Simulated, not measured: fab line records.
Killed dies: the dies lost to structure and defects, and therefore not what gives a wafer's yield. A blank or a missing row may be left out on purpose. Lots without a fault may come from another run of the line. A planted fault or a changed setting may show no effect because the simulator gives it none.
Chamber matching	flow n5_finfet	N5_BEOL_M11_CURE_72 on uv_cure-02: 3 sister chambers
The step cures SiCOH lowk, time 120 s. 14 wafers are shown with their chamber, then 7 later ones without.

== WAFERS, EACH WITH ITS CHAMBER ==
wafer	chamber	wafer_temp_C_max	lamp_power_pct (%)
L629.2	2	371.4	52.33
L629.3	2	371.0	52.21
L629.4	2	371.5	52.21
L631.1	1	372.8	52.34
L631.2	1	372.3	52.21
L631.5	1	372.9	52.37
L630.1	0	371.5	52.17
L630.2	0	372.4	52.27
L630.3	0	371.4	52.23
L640.2	1	373.7	52.37
L640.4	1	372.2	52.31
L640.5	1	372.1	52.33
L641.2	2	371.5	52.34
L641.3	2	372.4	52.32

SIGNATURES (means of the wafers above)
reading	chamber 0	chamber 1	chamber 2	scatter within a chamber
wafer_temp_C_max	371.767	372.667	371.560	0.562
lamp_power_pct	52.2233	52.3217	52.2820	0.0605
Rule: for each reading, subtract the chamber's mean from the wafer's reading, divide by that reading's scatter and square the result; add these up over the readings and take the root, which gives the wafer's distance from the chamber. If the next closest chamber is less than 2 further off than the closest, the wafer can't be placed; otherwise it belongs to the closest. The scatter: take each reading less its chamber's mean, square it, sum over the shown wafers, divide by the number of wafers less the number of chambers, and take the root.

== WAFERS MISSING THEIR CHAMBER ==
wafer	wafer_temp_C_max	lamp_power_pct (%)
L641.6	371.5	52.46
L648.3	371.7	52.30
L648.5	372.2	52.43
L648.6	371.9	52.34
L652.2	371.8	52.33
L652.4	371.7	52.28
L652.5	372.4	52.28

== THE CHAMBER EACH PASSED THROUGH ==
wafer	from the rows above	in truth
L641.6	can't be placed: 2 or 1 or 0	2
L648.3	can't be placed: 2 or 0 or 1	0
L648.5	can't be placed: 1 or 2 or 0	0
L648.6	can't be placed: 2 or 1 or 0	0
L652.2	can't be placed: 2 or 1 or 0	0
L652.4	can't be placed: 2 or 0 or 1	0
L652.5	can't be placed: 1 or 0 or 2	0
0 of 7 placed correctly. Not placeable from these rows: 7 (in 7, the candidates include the true chamber). Number placed wrongly: 0.
